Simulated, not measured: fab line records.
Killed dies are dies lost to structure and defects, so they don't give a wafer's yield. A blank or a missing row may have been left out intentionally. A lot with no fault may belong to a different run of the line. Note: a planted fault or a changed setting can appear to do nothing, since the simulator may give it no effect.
Chamber matching :: flow nandHarc :: cmp-01 running NHARC_P_M0_CMP_23: 4 sister chambers
The step polishes, t overpolish 20 s, target thk 117.54 nm. 8 wafers are shown with their chamber, then 11 later ones without.

WAFERS, EACH WITH ITS CHAMBER
wafer: L084.6
chamber: 0
motorCurrentA (A): 12.4
timeToEndpointS (s): 24.4

wafer: L085.4
chamber: 0
motorCurrentA (A): 12.5
timeToEndpointS (s): 26.5

wafer: L085.5
chamber: 2
motorCurrentA (A): 15.0
timeToEndpointS (s): 26.7

wafer: L089.5
chamber: 3
motorCurrentA (A): 12.7
timeToEndpointS (s): 20.1

wafer: L089.6
chamber: 2
motorCurrentA (A): 15.1
timeToEndpointS (s): 24.7

wafer: L091.2
chamber: 3
motorCurrentA (A): 12.0
timeToEndpointS (s): 25.7

wafer: L091.5
chamber: 1
motorCurrentA (A): 10.2
timeToEndpointS (s): 28.3

wafer: L092.1
chamber: 1
motorCurrentA (A): 10.7
timeToEndpointS (s): 28.0

WAFERS WITH NO CHAMBER GIVEN
wafer: L092.3
motorCurrentA (A): 12.6
timeToEndpointS (s): 27.0

wafer: L092.5
motorCurrentA (A): 10.4
timeToEndpointS (s): 28.4

wafer: L093.1
motorCurrentA (A): 10.1
timeToEndpointS (s): 26.7

wafer: L093.2
motorCurrentA (A): 14.8
timeToEndpointS (s): 23.4

wafer: L093.4
motorCurrentA (A): 12.3
timeToEndpointS (s): 24.1

wafer: L095.1
motorCurrentA (A): 12.3
timeToEndpointS (s): 27.2

wafer: L095.3
motorCurrentA (A): 15.1
timeToEndpointS (s): 29.2

wafer: L095.4
motorCurrentA (A): 10.4
timeToEndpointS (s): 27.2

wafer: L096.2
motorCurrentA (A): 10.3
timeToEndpointS (s): 29.0

wafer: L096.4
motorCurrentA (A): 16.1
timeToEndpointS (s): 28.3

wafer: L096.6
motorCurrentA (A): 12.7
timeToEndpointS (s): 23.7

WHICH CHAMBER EACH WENT THROUGH
wafer: L092.3
from the rows above: can't be placed: 0 or 3
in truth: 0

wafer: L092.5
from the rows above: 1
in truth: 1

wafer: L093.1
from the rows above: 1
in truth: 1

wafer: L093.2
from the rows above: 2
in truth: 2

wafer: L093.4
from the rows above: can't be placed: 3 or 0
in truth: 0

wafer: L095.1
from the rows above: can't be placed: 0 or 3
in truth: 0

wafer: L095.3
from the rows above: 2
in truth: 2

wafer: L095.4
from the rows above: 1
in truth: 1

wafer: L096.2
from the rows above: 1
in truth: 1

wafer: L096.4
from the rows above: 2
in truth: 2

wafer: L096.6
from the rows above: can't be placed: 0 or 3
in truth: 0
Correctly placed: 7 of 11. Not placeable from these rows: 4 (in 4, the candidates include the true chamber). Number placed wrongly: 0.
How it was worked out, from the rows above alone: a wafer's distance from a chamber is the root of the sum, over the readings, of the square of ((its reading less the chamber's mean) divided by the reading's scatter). The wafer belongs to the nearest chamber; if the next one is less than 2 further off, it can't be placed. Each chamber's mean is taken over the wafers shown for it. The scatter is the square root of a quotient: the sum, over the shown wafers, of each reading's squared deviation from its chamber's mean, divided by wafers minus chambers.
